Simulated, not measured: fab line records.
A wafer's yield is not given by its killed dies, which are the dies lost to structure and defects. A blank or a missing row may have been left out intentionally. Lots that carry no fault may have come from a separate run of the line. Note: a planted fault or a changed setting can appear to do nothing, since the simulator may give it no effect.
Matching of chambers ; flow n5_finfet ; N5_BEOL_M0_SAQP_CUT_ETCH_46 on rie_diel-06 has 4 sister chambers
The step etches SOC in N2/H2, target depth 135 nm, overetch 27 nm, time 202.5 s. 16 wafers are shown with their chamber, then 8 later ones without.

WAFERS PAIRED WITH THEIR CHAMBERS
wafer;chamber;showerhead_plenum_p_Torr (Torr);throttle_valve_pct (%);drypump_motor_current_A (A)
L074.4;1;2.71;17.70;6.3
L074.5;0;2.46;17.45;5.8
L074.6;2;2.52;18.20;5.9
L080.1;3;2.50;17.69;6.0
L080.5;1;2.71;17.76;6.4
L080.6;3;2.50;17.71;6.0
L081.3;0;2.45;17.48;5.8
L081.5;1;2.71;17.73;6.3
L081.6;0;2.45;17.47;5.8
L082.1;2;2.51;18.21;5.9
L082.4;0;2.45;17.48;5.8
L082.5;1;2.71;17.74;6.3
L085.3;3;2.50;17.71;6.0
L085.4;0;2.45;17.48;5.8
L085.5;2;2.51;18.22;5.9
L088.1;0;2.45;17.50;5.8

SIGNATURES (means of the wafers above)
reading;chamber 0;chamber 1;chamber 2;chamber 3;scatter within a chamber
showerhead_plenum_p_Torr;2.4517;2.7100;2.5133;2.5000;0.00354
throttle_valve_pct;17.4767;17.7325;18.2100;17.7033;0.0175
drypump_motor_current_A;5.800;6.325;5.900;6.000;0.025
Rule: distance of a wafer from a chamber = root of the sum over the readings of ((wafer's reading minus chamber's mean) / reading's scatter) squared. If the next closest chamber is less than 2 further off than the closest, the wafer can't be placed; otherwise it belongs to the closest. How the scatter is found: for the shown wafers, subtract from each reading the mean of its chamber, square and add these, divide the total by (wafers less chambers), then take the root.

WAFERS WHOSE CHAMBER IS MISSING
wafer;showerhead_plenum_p_Torr (Torr);throttle_valve_pct (%);drypump_motor_current_A (A)
L088.2;2.70;17.75;6.3
L088.6;2.50;17.70;6.0
L096.1;2.70;17.77;6.3
L096.2;2.49;17.74;6.0
L096.5;2.44;17.54;5.8
L097.2;2.44;17.53;5.8
L097.3;2.70;17.78;6.3
L097.4;2.70;17.79;6.3

THE CHAMBER EACH PASSED THROUGH
wafer;from the rows above;in truth
L088.2;1;1
L088.6;3;3
L096.1;1;1
L096.2;3;3
L096.5;0;0
L097.2;0;0
L097.3;1;1
L097.4;1;1
Placed correctly: 8 of 8. Number that these rows cannot place: 0. Wrongly placed: 0.
